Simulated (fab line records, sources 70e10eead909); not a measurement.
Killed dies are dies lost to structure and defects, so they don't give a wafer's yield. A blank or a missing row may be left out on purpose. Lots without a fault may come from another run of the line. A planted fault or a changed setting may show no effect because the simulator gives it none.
Chamber matching | flow nand_harc | NHARC_A_DECK1_JOINT_ETCHBACK_07 on rie_si-03: 4 sister chambers
The step etches the open film in HBr, target depth 105 nm, time 26.9 s. 18 wafers are shown with their chamber, then 9 later ones without.

WAFERS WITH THEIR CHAMBER
wafer  | chamber | drypump_motor_current_A (A) | oes_product_au (a.u.) | throttle_valve_pct (%)
L074.1 | 3       | 5.0                         | 0.980                 | 23.262
L074.3 | 0       | 5.1                         | 0.983                 | 23.258
L074.6 | 1       | 5.0                         | 1.016                 | 23.263
L076.4 | 0       | 5.1                         | 0.978                 | 23.262
L076.5 | 2       | 6.2                         | 0.984                 | 23.264
L076.6 | 3       | 4.9                         | 0.999                 | 23.258
L077.1 | 3       | 4.9                         | 0.992                 | 23.287
L077.5 | 0       | 5.1                         | 0.976                 | 23.263
L077.6 | 3       | 4.9                         | 0.995                 | 23.268
L079.1 | 2       | 6.3                         | 0.973                 | 23.273
L079.3 | 0       | 5.1                         | 0.977                 | 23.267
L079.5 | 3       | 5.0                         | 0.993                 | 23.259
L082.1 | 3       | 4.9                         | 1.000                 | 23.279
L082.4 | 0       | 5.1                         | 0.979                 | 23.259
L082.5 | 0       | 5.1                         | 0.976                 | 23.273
L084.1 | 2       | 6.2                         | 1.005                 | 23.284
L084.5 | 2       | 6.2                         | 1.002                 | 23.260
L084.6 | 1       | 5.0                         | 1.010                 | 23.274

SIGNATURES (means of the wafers above)
reading                 | chamber 0 | chamber 1 | chamber 2 | chamber 3 | scatter within a chamber
drypump_motor_current_A | 5.100     | 5.000     | 6.225     | 4.933     | 0.0386
oes_product_au          | 0.97817   | 1.01300   | 0.99100   | 0.99317   | 0.00846
throttle_valve_pct      | 23.26367  | 23.26850  | 23.27025  | 23.26883  | 0.00945
Rule: a wafer's distance from a chamber is the root of the sum, over the readings, of the square of ((its reading less the chamber's mean) divided by the reading's scatter). The wafer belongs to the nearest chamber; if the next one is less than 2 further off, it can't be placed. The scatter: the root of (the sum of the squares of (reading less its chamber's mean) over the shown wafers, divided by (wafers less chambers)).

WAFERS WITHOUT THEIR CHAMBER
wafer  | drypump_motor_current_A (A) | oes_product_au (a.u.) | throttle_valve_pct (%)
L089.2 | 4.9                         | 1.012                 | 23.254
L089.4 | 5.1                         | 0.981                 | 23.261
L089.5 | 6.2                         | 1.014                 | 23.262
L094.2 | 6.2                         | 1.005                 | 23.266
L094.3 | 5.1                         | 1.003                 | 23.262
L094.5 | 5.0                         | 1.017                 | 23.251
L096.2 | 5.0                         | 1.029                 | 23.255
L096.3 | 6.2                         | 1.009                 | 23.260
L096.5 | 5.1                         | 0.989                 | 23.274

WHICH CHAMBER EACH WENT THROUGH
wafer  | from the rows above          | in truth
L089.2 | can't be placed: 3 or 1      | 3
L089.4 | 0                            | 0
L089.5 | 2                            | 2
L094.2 | 2                            | 2
L094.3 | can't be placed: 1 or 0 or 3 | 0
L094.5 | can't be placed: 1 or 3      | 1
L096.2 | 1                            | 1
L096.3 | 2                            | 2
L096.5 | 0                            | 0
Placed correctly: 6 of 9. Can't be placed from these rows: 3 (the true chamber is among the candidates in 3). Placed wrongly: 0.
